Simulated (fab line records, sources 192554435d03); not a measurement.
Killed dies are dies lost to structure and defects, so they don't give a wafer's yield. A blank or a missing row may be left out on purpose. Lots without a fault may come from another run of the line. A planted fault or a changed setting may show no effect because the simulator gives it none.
One fault seen from 2 desks | flow n5_finfet | each desk has only its own numbers; what lay behind them comes last

THE TOOL OWNER'S DESK: thermal_cvd_si-02
The tool's own readings at N5_HKMG_FIN_CVD_62 (deposits a-Si from Si2H6, target thk 3 nm, time 20.8 s): means of the sampled wafers that have a number, for each lot that ran on this tool. A lot is out of limits, marked OUT, if its mean lies more than 4 standard deviations from the usual mean; the brackets give that distance.
Columns: A = chamber_pressure_Torr at N5_HKMG_FIN_CVD_62, usual 1.0002 Torr; B = heater_power_w at N5_HKMG_FIN_CVD_62, usual 1398 W; C = susceptor_temp_C at N5_HKMG_FIN_CVD_62, usual 500.00 C
lot  | first seen here | A      | B    | C
L235 | day 4 06:41     | 0.9998 | 1187 | 499.93
L240 | day 5 18:19     | 0.9991 | 1427 | 514.49 (+54) OUT
L242 | day 6 05:20     | 0.9993 | 1320 | 514.20 (+53) OUT
L253 | day 8 20:47     | 1.0007 | 1286 | 500.22
L255 | day 9 09:15     | 0.9982 | 1284 | 500.05
L257 | day 9 21:55     | 1.0013 | 1178 | 499.99
This desk's finding: out of limits on L240, L242; first on L240, day 5 18:19 (susceptor_temp_C at N5_HKMG_FIN_CVD_62). In limits: L235, L253, L255, L257.

THE METROLOGY DESK
What the gauges read, lot by lot, whatever tool the lot ran on: means of the sampled wafers that have a number. A lot is out of limits, marked OUT, if its mean lies more than 4 standard deviations from the usual mean; the brackets give that distance. Of its 24 readings 7 are shown: the one that was out of limits first, and those that lie furthest out on some lot.
Columns: A = EOT_P at N5_BEOL_M4_RC_MEAS_101, usual 10.48; B = IOFF_P at N5_BEOL_M4_RC_MEAS_101, usual 0.21 nA/um; C = IOFF_P_85C at N5_BEOL_M4_RC_MEAS_101, usual 3.6 nA/um; D = IOFF_P_LIN at N5_BEOL_M4_RC_MEAS_101, usual 0.100 nA/um; E = VT_N at N5_BEOL_M4_RC_MEAS_101, usual 250 mV; F = VT_N_LONG at N5_BEOL_M4_RC_MEAS_101, usual 274.6 mV; G = VT_N_LVT at N5_BEOL_M4_RC_MEAS_101, usual 99 mV
lot  | first seen here | A                | B              | C              | D               | E             | F               | G
L234 | day 3 18:17     | 10.41            | 0.23           | 4.1            | 0.113           | 248           | 272.0           | 98
L235 | day 3 23:22     | 10.50            | 0.19           | 3.3            | 0.091           | 252           | 276.6           | 101
L236 | day 4 05:46     | 10.52            | 0.29           | 4.7            | 0.131           | 249           | 273.6           | 101
L240 | day 5 10:55     | 10.85 (+4.2) OUT | 2.26 (+55) OUT | 27.0 (+42) OUT | 1.055 (+68) OUT | 396 (+46) OUT | 420.9 (+66) OUT | 245 (+44) OUT
L242 | day 5 21:26     | 10.84 (+4.1) OUT | 1.14 (+25) OUT | 14.9 (+21) OUT | 0.563 (+33) OUT | 372 (+38) OUT | 390.8 (+53) OUT | 218 (+36) OUT
L252 | day 8 04:23     | 10.53            | 0.15           | 2.8            | 0.074           | 255           | 275.4           | 102
L253 | day 8 11:26     | 10.45            | 0.20           | 3.5            | 0.096           | 252           | 276.7           | 100
L255 | day 9 01:05     | 10.47            | 0.22           | 3.9            | 0.103           | 250           | 278.2           | 101
L257 | day 9 14:35     | 10.43            | 0.19           | 3.2            | 0.089           | 250           | 274.8           | 99
This desk's finding: out of limits on L240, L242; first on L240, day 9 15:37 (EOT_P at N5_BEOL_M4_RC_MEAS_101). In limits: L234, L235, L236, L252, L253, L255, L257.

PUT TOGETHER
The tool owner's desk could have raised an alarm at day 5 18:19, on L240, L242.
The metrology desk could have raised an alarm at day 9 15:37, on L240, L242.
Of the lots named, all ran N5_HKMG_FIN_CVD_62 on thermal_cvd_si-02.

WHAT THE SIMULATOR HAD PUT IN
Process parameter drift: thermal_cvd_si-02, from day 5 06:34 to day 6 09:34, at N5_HKMG_FIN_CVD_62. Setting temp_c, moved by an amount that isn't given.
Lots struck among those shown: L240, L242.
Hours from the fault's start to each desk's first reading out of limits: the tool owner's desk, 12; the metrology desk, 105.
